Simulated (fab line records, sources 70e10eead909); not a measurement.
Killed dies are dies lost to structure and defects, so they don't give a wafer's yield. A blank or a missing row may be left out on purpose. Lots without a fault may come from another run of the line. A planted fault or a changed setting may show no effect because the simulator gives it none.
fab line records | flow nand_harc
record lots=12 wafers=36 last_day=32
route steps=1302 shown P_CONTACT@236 P_M0@268 END@1302
lots that met no fault: from a run of the same line without faults
start_h: hours from the record's first day to the start of the lot's first wafer shown | wait_h: hours since the lot's step before | " the same as in the row above | L1.1+2: a row that stands for several wafers | - no value, or no start given | * or withheld: withheld | < > ~ a bound
route shown NAME@n: a module of which the file shows steps, and the number in the route of the first | usual: mean/standard deviation of fault-free wafers | same: alike in all rows | chamber/n: place in a boat | sites: the reading at each site | _std_site: their standard deviation | _edge_site: outer sites' mean less inner sites' | radius_mm: how far each site lies from the wafer's centre | mask NAME#n: copy n | behind: the tool/chamber that last shaped the wafer | hold: why the lot was held/for how many hours/how that ended | device: the transistor (n, p or np) that didn't switch | end of line: the same wafers' tests at the end of the route | a step without rows: its recipe alone | killed: dies lost to structure and defects at the first sort, not the wafer's yield | map: a wafer's dies, x killed, . not, _ none there
set.NAME: the setting as run; set.NAME@STEP: as run at that earlier step | model.NAME: the simulator's own value behind a step, which no gauge read
steps of the route over a sample of lots; a table a step, a row a wafer
services: from which hour (start_h, from the record's first day; less than 0 if before it) a tool's chamber was out of use, for how many hours, and why
## steps
# step NHARC_P_CONTACT_ETCH_35
# recipe target_depth_a=390 over_etch_frac=0.3 time_s=65 ion_energy_ev=80 cf4_flow_sccm=150 ar_flow_sccm=0 rf_w=300 bias_w=100 chemistry=CF4
# usual bias_w=100.0/0.3 cf4_flow_sccm=150.1/0.5 drypump_motor_current_A=5.5/0.49 mfc_ar_sccm=0.009/0.0097 oes_product_au=0.999/0.011 rf_vpp_V=151.0/1.2 showerhead_plenum_p_Torr=1.74/0.078 throttle_valve_pct=13.284/0.0087
# columns lot.wafer tool chamber start_h wait_h bias_w cf4_flow_sccm drypump_motor_current_A mfc_ar_sccm oes_product_au rf_hours_counter_h rf_vpp_V showerhead_plenum_p_Torr throttle_valve_pct
L887.2 rie_diel-11 3 98.56 0.1 100.1 150.2 4.7 0.027 0.988 0.5 150.0 1.66 13.293
L887.3 " 2 " " 99.9 150.3 4.7 0.006 0.989 0.5 150.5 1.66 13.296
L887.6 " 0 " " 99.6 150.3 5.4 0 0.988 - 152.9 1.87 13.291
L889.2 rie_diel-11 0 111.97 0.1 100.8 150.2 5.4 0 0.993 1.6 152.5 1.87 13.295
L889.4 " 2 " " 99.9 150.8 4.7 0.006 0.981 - 149.5 1.66 13.288
L889.5 " 0 " " 100.1 149.6 5.4 0 0.986 - 152.1 1.87 13.275
L891.1 rie_diel-11 3 133.96 0.1 100.0 149.4 4.7 0.027 0.992 2.5 148.4 1.66 13.290
L891.4 " 0 " " 100.4 150.8 5.4 0 0.997 2.4 153.1 1.87 13.291
L891.6 " 1 " " 99.9 150.1 5.8 0.001 0.989 - 152.1 1.82 13.292
L892.3 rie_diel-11 2 139.62 0.1 100.1 150.7 4.7 0.006 0.986 2.7 149.6 1.66 13.261
L892.2 " 0 " " 100.3 149.7 5.4 0 0.991 2.9 154.4 1.87 13.290
L892.6 " 2 " " 100.0 150.6 4.7 0.006 0.986 - 149.3 1.66 13.280
L890.4 rie_diel-13 0 151.44 0.1 99.8 149.4 5.8 0.020 1.003 0.0 150.5 1.70 13.289
L890.3 " 3 " " 100.0 150.1 5.2 0 0.980 0.0 150.7 1.69 13.280
L890.5 " 1 " " 100.1 150.5 6.3 0.024 1.000 - 149.5 1.68 13.289
L899.2 rie_diel-06 0 214.80 0.1 100.3 149.9 5.5 0.013 1.002 5.2 150.8 1.72 13.282
L899.3 " 1 " " 99.8 150.2 5.8 0 0.984 4.8 150.9 1.77 13.274
L899.6 " 2 " " 99.6 150.2 5.9 0.000 1.006 - 151.7 1.86 13.279
L900.2 rie_diel-06 3 223.24 0.1 99.9 149.5 5.2 0.002 1.026 5.3 151.1 1.68 13.283
L900.3 " 1 " " 99.7 149.9 5.8 0 0.991 5.2 150.7 1.77 13.266
L900.1 " 2 " " 100.3 149.4 5.9 0.000 0.999 4.2 153.1 1.86 13.279
L902.4 rie_diel-13 0 239.38 0.1 100.0 149.6 5.8 0.020 1.020 2.7 150.4 1.70 13.287
L902.3 " 1 " " 99.8 149.8 6.3 0.024 1.010 2.7 149.8 1.68 13.286
L902.6 " 0 " " 99.9 150.2 5.8 0.020 1.018 - 152.4 1.70 13.285
L903.4 rie_diel-06 3 255.63 0.1 100.0 150.0 5.3 0.002 1.014 7.3 150.7 1.68 13.293
L903.3 " 0 " " 100.3 150.5 5.5 0.013 1.009 7.4 150.2 1.72 13.287
L903.6 " 1 " " 99.9 149.6 5.8 0 0.988 - 150.3 1.77 13.286
L905.3 rie_diel-06 1 276.56 0.1 99.8 150.1 5.8 0 0.995 8.2 152.0 1.77 13.288
L905.6 " 3 " " 100.1 150.0 5.2 0.002 1.012 - 150.9 1.68 13.285
L905.5 " 0 " " 100.1 150.4 5.5 0.013 1.002 - 150.5 1.72 13.286
L907.4 rie_diel-13 1 291.24 0.1 99.7 150.0 6.3 0.024 1.000 4.2 150.4 1.68 13.280
L907.5 " 1 " " 100.3 150.6 6.3 0.024 1.003 - 148.8 1.68 13.269
L907.6 " 2 " " 100.6 149.6 6.1 0.010 1.004 - 152.0 1.82 13.290
L910.1 rie_diel-06 2 320.94 0.1 99.6 150.0 5.9 0.000 1.006 1.0 152.1 1.86 13.277
L910.2 " 3 " " 100.1 149.8 5.2 0.002 1.001 0.8 150.9 1.68 13.284
L910.3 " 0 " " 100.1 149.4 5.5 0.013 1.001 0.9 148.8 1.72 13.289
# step NHARC_P_CONTACT_ETCH_18
# recipe target_depth_a=4810 time_s=240.5 c4f8_flow_sccm=20 o2_flow_sccm=10 ar_flow_sccm=withheld rf_w=600 bias_w=1500 chemistry=C4F8/O2/Ar
# usual bias_w=1501/4.4 chamber_pressure_mTorr=25.001/0.025 oes_product_au=0.952/0.023 rf_vpp_V=976/6.2
# columns lot.wafer tool chamber start_h wait_h bias_w chamber_pressure_mTorr oes_product_au rf_hours_counter_h rf_vpp_V
L887.2 rie_diel-11 0 - - 1500 25.014 0.966 0.7 987
L887.3 " 2 " " 1508 25.013 0.947 0.8 971
L887.6 " 0 " " 1503 24.965 0.971 - 986
L889.2 rie_diel-11 0 - - 1497 24.985 0.922 1.9 985
L889.5 " 0 " " 1488 24.969 0.909 - 985
L889.4 " 2 " " 1500 25.002 0.915 - 968
L891.1 rie_diel-11 0 - - 1498 25.008 0.971 2.7 986
L891.4 " 3 " " 1501 24.987 0.944 2.7 968
L891.6 " 1 " " 1502 24.994 0.974 - 984
L892.3 rie_diel-11 0 - - 1502 24.979 0.917 3.1 987
L892.2 " 1 " " 1497 25.035 0.926 1.7 983
L892.6 " 3 " " 1496 25.000 0.916 - 969
L890.4 rie_diel-13 0 - - 1504 24.967 0.974 0.2 973
L890.3 " 1 " " 1498 24.994 0.968 0.3 970
L890.5 " 0 " " 1503 25.016 0.966 - 972
L899.2 rie_diel-06 2 - - 1501 24.990 0.937 4.0 986
L899.3 " 1 " " 1496 25.015 0.916 5.1 978
L899.6 " 2 " " 1493 25.044 0.921 - 985
L900.2 rie_diel-06 0 - - 1505 25.020 0.983 5.8 974
L900.3 " 1 " " 1493 24.988 0.940 5.4 979
L900.1 " 2 " " 1503 24.972 0.962 4.4 984
L902.4 rie_diel-13 2 - - 1502 25.017 0.976 3.0 983
L902.3 " 3 " " 1503 25.007 0.960 2.8 973
L902.6 " 1 " " 1507 24.994 0.959 - 970
L903.3 rie_diel-06 0 - - 1494 25.018 0.980 7.5 975
L903.4 " 1 " " 1498 25.018 0.963 7.0 978
L903.6 " 0 " " 1496 24.996 0.972 - 974
L905.3 rie_diel-06 0 - - 1497 25.002 0.959 9.4 975
L905.5 " 1 " " 1499 24.979 0.971 - 977
L905.6 " 2 " " 1509 25.013 0.967 - 984
L907.4 rie_diel-13 2 - - 1504 25.006 0.985 4.7 983
L907.5 " 3 " " 1497 25.003 0.950 - 972
L907.6 " 0 " " 1496 24.979 0.963 - 974
L910.2 rie_diel-06 1 - - 1498 25.005 0.916 1.4 978
L910.3 " 3 " " 1510 25.024 0.924 0.9 971
L910.1 " 0 " " 1500 25.022 0.926 1.1 974
# step NHARC_P_M0_ETCH_15
# recipe target_depth_a=1500 overetch_a=150 time_s=82.5 c4f8_flow_sccm=withheld ar_flow_sccm=400 rf_w=600 bias_w=300 chemistry=C4F8/Ar
# usual bias_w=299.9/0.84 chamber_pressure_mTorr=25.002/0.027 oes_product_au=0.958/0.02 rf_vpp_V=439.7/2.6
# columns lot.wafer tool chamber start_h wait_h bias_w chamber_pressure_mTorr oes_product_au rf_vpp_V
L887.3 rie_diel-02 1 102.68 - 299.9 24.976 0.982 438.5
L887.2 " 3 " " 298.9 25.024 0.955 439.1
L887.6 " 0 " " 299.4 25.020 0.981 436.8
L889.4 rie_diel-02 2 116.79 - 301.0 25.018 0.966 439.8
L889.2 " 3 " " 300.4 25.024 0.973 439.8
L889.5 " 1 " " 299.6 25.029 0.964 438.4
L891.4 rie_diel-02 1 138.30 - - - - -
L891.1 " 2 " " - - - -
L891.6 " 3 " " - - - -
L892.2 rie_diel-02 2 144.21 - - - - -
L892.3 " 0 " " - - - -
L892.6 " 3 " " - - - -
L890.3 rie_diel-02 3 155.72 - - - - -
L890.4 " 0 " " - - - -
L890.5 " 3 " " - - - -
L899.2 rie_diel-02 3 219.43 - 299.3 24.993 0.942 439.1
L899.3 " 1 " " 300.6 24.977 0.983 438.8
L899.6 " 3 " " 300.2 25.037 0.949 439.2
L900.1 rie_diel-02 3 227.51 - 301.1 25.020 0.942 441.4
L900.2 " 0 " " 299.6 24.984 0.957 436.7
L900.3 " 1 " " 300.9 24.975 0.965 438.1
L902.4 rie_diel-02 2 243.55 - 299.4 25.009 0.953 438.5
L902.3 " 0 " " 299.1 25.003 0.962 436.2
L902.6 " 2 " " 300.4 24.971 0.955 440.5
L903.4 rie_diel-01 2 260.40 - 300.6 25.026 0.958 444.7
L903.3 " 3 " " 300.1 25.022 0.956 442.9
L903.6 " 2 " " 301.1 24.960 0.946 444.7
L905.3 rie_diel-02 0 280.81 - 299.8 25.005 0.970 436.9
L905.6 " 0 " " 301.0 25.002 0.975 437.6
L905.5 " 1 " " 299.8 25.014 0.975 439.2
L907.4 rie_diel-02 3 295.53 - 299.3 24.986 0.980 439.6
L907.6 " 2 " " 299.7 24.983 0.950 437.7
L907.5 " 3 " " 300.7 25.016 0.972 439.3
L910.3 rie_diel-07 2 325.64 - 299.2 25.049 0.980 443.3
L910.2 " 3 " " 299.9 24.991 0.984 438.6
L910.1 " 0 " " 299.6 24.993 0.952 442.6
# step NHARC_P_M0_PVD_21
# recipe target_thk_a=300 chamber_pressure_pa=5 power_w=5000 substrate_temp_c=30 time_s=20.49 material=Cu
# usual throttle_valve_pct=30.5/1.1
# columns lot.wafer tool chamber start_h wait_h throttle_valve_pct
L887.2 pvd_sputter-01 - - - 28.9
L887.3 " - " " 31.0
L887.6 " - " " 30.8
L889.2 pvd_sputter-01 - - - 29.1
L889.4 " - " " 31.1
L889.5 " - " " 29.2
L891.4 pvd_sputter-01 - - - 30.5
L891.1 " - " " 31.3
L891.6 " - " " 31.1
L892.2 pvd_sputter-03 - - - 28.5
L892.3 " - " " 31.0
L892.6 " - " " 29.9
L890.4 pvd_sputter-03 - - - 31.3
L890.3 " - " " 29.1
L890.5 " - " " 31.5
L899.3 pvd_sputter-03 - - - 31.5
L899.2 " - " " 30.1
L899.6 " - " " 31.5
L900.3 pvd_sputter-02 - - - 30.2
L900.1 " - " " 31.5
L900.2 " - " " 30.2
L902.3 pvd_sputter-03 - - - 29.9
L902.4 " - " " 31.8
L902.6 " - " " 29.3
L903.3 pvd_sputter-01 - - - 29.7
L903.4 " - " " 30.7
L903.6 " - " " 33.1
L905.3 pvd_sputter-02 - - - 29.8
L905.5 " - " " 29.7
L905.6 " - " " 30.8
L907.4 pvd_sputter-02 - - - 30.0
L907.6 " - " " 29.8
L907.5 " - " " 29.1
L910.2 pvd_sputter-01 - - - 29.9
L910.3 " - " " 33.1
L910.1 " - " " 29.5
# step NHARC_END_SORT_01
# recipe temp_c=25
# usual defect_limited_yield=90.1/2.5 killed_at_array=62/18 killed_at_other=0.9/1.2 killed_at_periphery=4.2/2.9 killed_dies=67/17 killed_open=3.6/1.9 killed_short=2.5/1.6
# same gross_dies=677
# columns lot.wafer tool chamber start_h wait_h defect_limited_yield[%] killed_at_array killed_at_other killed_at_periphery killed_dies killed_open killed_short
L891.1 prober-01 0 601.80 2.5 0 89 1 587 677 4 6
L891.4 prober-01 0 604.22 3.4 0 55 0 622 677 5 1
L891.6 prober-01 0 605.84 4.0 0 77 0 600 677 5 3
L892.2 prober-01 0 618.15 2.8 0 69 1 607 677 5 4
L892.3 prober-01 0 618.94 3.1 0 80 0 597 677 4 2
L892.6 prober-01 0 621.32 4.0 0 67 0 610 677 9 1
L890.3 prober-02 0 618.68 3.1 0 73 1 603 677 3 4
L890.4 prober-02 0 619.47 3.4 0 75 1 601 677 6 2
L890.5 prober-02 0 620.26 3.7 0 71 0 606 677 5 4
L899.3 prober-02 0 668.52 3.1 92.8 42 3 4 49 2 5
# killed by level:class
L891.1 P_M0:area_etch=586 A_CHANNEL_HOLE_D2:chamber_film_flake=34 A_CHANNEL_HOLE_D1:chamber_film_flake=31 A_STAIRCASE:chamber_film_flake=5 A_SGD_CUT:chamber_film_flake=3 A_CONTACT:chamber_film_flake=3 A_WL_FILL:geometric_particle:short=2 A_WL_FILL:chamber_film_flake=2
L891.4 P_M0:area_etch=621 A_CHANNEL_HOLE_D2:chamber_film_flake=22 A_CHANNEL_HOLE_D1:chamber_film_flake=21 A_BLC:geometric_particle:open=2 A_STAIRCASE:chamber_film_flake=2 A_SGD_CUT:chamber_film_flake=2 A_CONTACT:chamber_film_flake=2 P_CONTACT:geometric_particle:open=1
L891.6 P_M0:area_etch=595 A_CHANNEL_HOLE_D2:chamber_film_flake=32 A_CHANNEL_HOLE_D1:chamber_film_flake=26 A_STAIRCASE:chamber_film_flake=7 A_SGD_CUT:chamber_film_flake=3 A_CONTACT:chamber_film_flake=3 P_M1:chamber_film_flake=2 P_STI:geometric_particle:short=1
L892.2 P_M0:area_etch=604 A_CHANNEL_HOLE_D2:chamber_film_flake=31 A_SLIT:chamber_film_flake=25 A_CHANNEL_FILL_D1:chamber_film_flake=3 A_CHANNEL_FILL_D1:geometric_particle:open=2 A_DECK1_JOINT:geometric_particle:short=2 A_CHANNEL_HOLE_D1:chamber_film_flake=2 A_CONTACT:chamber_film_flake=2
L890.3 P_M0:area_etch=590 A_CHANNEL_HOLE_D1:chamber_film_flake=36 A_CHANNEL_HOLE_D2:chamber_film_flake=24 P_CONTACT:chamber_film_flake=6 P_M2:chamber_film_flake=4 A_CONTACT:chamber_film_flake=3 A_M0:geometric_particle:open=2 A_WL_FILL:chamber_film_flake=2
L892.3 P_M0:area_etch=594 A_CHANNEL_HOLE_D2:chamber_film_flake=33 A_SLIT:chamber_film_flake=31 A_CHANNEL_HOLE_D1:chamber_film_flake=3 A_STAIRCASE:chamber_film_flake=3 A_ONON_D1:geometric_particle:short=2 P_ZERO_WELL:chamber_film_flake=2 A_CHANNEL_FILL_D1:chamber_film_flake=2
L890.4 P_M0:area_etch=592 A_CHANNEL_HOLE_D2:chamber_film_flake=38 A_CHANNEL_HOLE_D1:chamber_film_flake=26 A_CHANNEL_FILL_D1:geometric_particle:open=3 P_GATE:chamber_film_flake=3 P_CONTACT:chamber_film_flake=3 P_M2:chamber_film_flake=2 P_GATE:geometric_particle:short=1
L890.5 P_M0:area_etch=597 A_CHANNEL_HOLE_D2:chamber_film_flake=36 A_CHANNEL_HOLE_D1:chamber_film_flake=23 P_CONTACT:chamber_film_flake=5 A_WL_FILL:chamber_film_flake=3 A_CHANNEL_FILL_D2:geometric_particle:short=2 P_M2:chamber_film_flake=2 P_CONTACT:geometric_particle:open=1
L892.6 P_M0:area_etch=605 A_CHANNEL_HOLE_D2:chamber_film_flake=35 A_SLIT:chamber_film_flake=18 A_CHANNEL_FILL_D1:chamber_film_flake=3 P_M1:geometric_particle:open=2 A_CHANNEL_FILL_D1:geometric_particle:open=2 A_ONON_D2:geometric_particle:open=2 A_DECK1_JOINT:chamber_film_flake=2
L899.3 A_CHANNEL_HOLE_D2:chamber_film_flake=20 A_CHANNEL_HOLE_D1:chamber_film_flake=10 A_SLIT:chamber_film_flake=4 STARTING-WAFER:geometric_particle:short=2 A_BLC:chamber_film_flake=2 P_CONTACT:geometric_particle:open=1 P_CONTACT:geometric_particle:short=1 A_CHANNEL_HOLE_D1:geometric_particle:open=1
## services
# columns tool chamber start_h hours kind
rie_diel-13 0 79.17 17.7 repair
rie_diel-11 1 102.09 15.4 repair
rie_diel-06 - 106.21 9.0 pm
pvd_sputter-03 - 112.69 1.2 repair
rie_diel-13 2 115.05 26.7 repair
rie_diel-13 1 134.60 12.6 repair
rie_diel-13 0 135.15 6.4 repair
rie_diel-13 - 141.24 9.0 pm
rie_diel-06 3 145.58 8.7 repair
pvd_sputter-03 - 146.00 10.0 pm
rie_diel-06 2 184.35 9.2 repair
rie_diel-13 3 184.41 8.0 repair
rie_diel-02 - 192.79 9.0 pm
pvd_sputter-01 - 202.00 10.0 pm
rie_diel-13 3 223.34 2.5 repair
pvd_sputter-01 - 226.79 2.2 repair
rie_diel-11 - 231.50 9.0 pm
rie_diel-11 2 256.34 10.3 repair
rie_diel-06 - 283.21 9.0 pm
rie_diel-02 - 283.30 0.2 repair
rie_diel-11 - 296.29 0.6 repair
rie_diel-02 2 305.82 7.6 repair
rie_diel-13 - 318.24 9.0 pm
rie_diel-02 2 321.75 3.9 repair
## key
first_sign step=NHARC_P_M0_ETCH_15 reading=tool_record direction=missing
effect step=NHARC_END_SORT_01 reading=killed_at_periphery direction=up sigmas=99+ usual=4.2 struck=603.7
more_kills_born_at NHARC_P_M0_ETCH_15@rie_diel-02=5384
met_at NHARC_P_M0_ETCH_15
struck_lots L890,L891,L892
later_rows_left_out L890.3,L890.4,L890.5,L891.1,L891.4,L891.6,L892.2,L892.3,L892.6
not_acting_at NHARC_P_CONTACT_ETCH_35,NHARC_P_CONTACT_ETCH_18,NHARC_P_M0_PVD_21
onset_between 116.79 138.30
fault kind=skipped_step_whole tool=rie_diel-02 chamber=- onset_h=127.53 steps=NHARC_P_M0_ETCH_15 scope=struck_lots_only
# later_rows_left_out: the simulator's readings of these wafers behind a module that went badly wrong aren't trusted and aren't shown, but for the sort
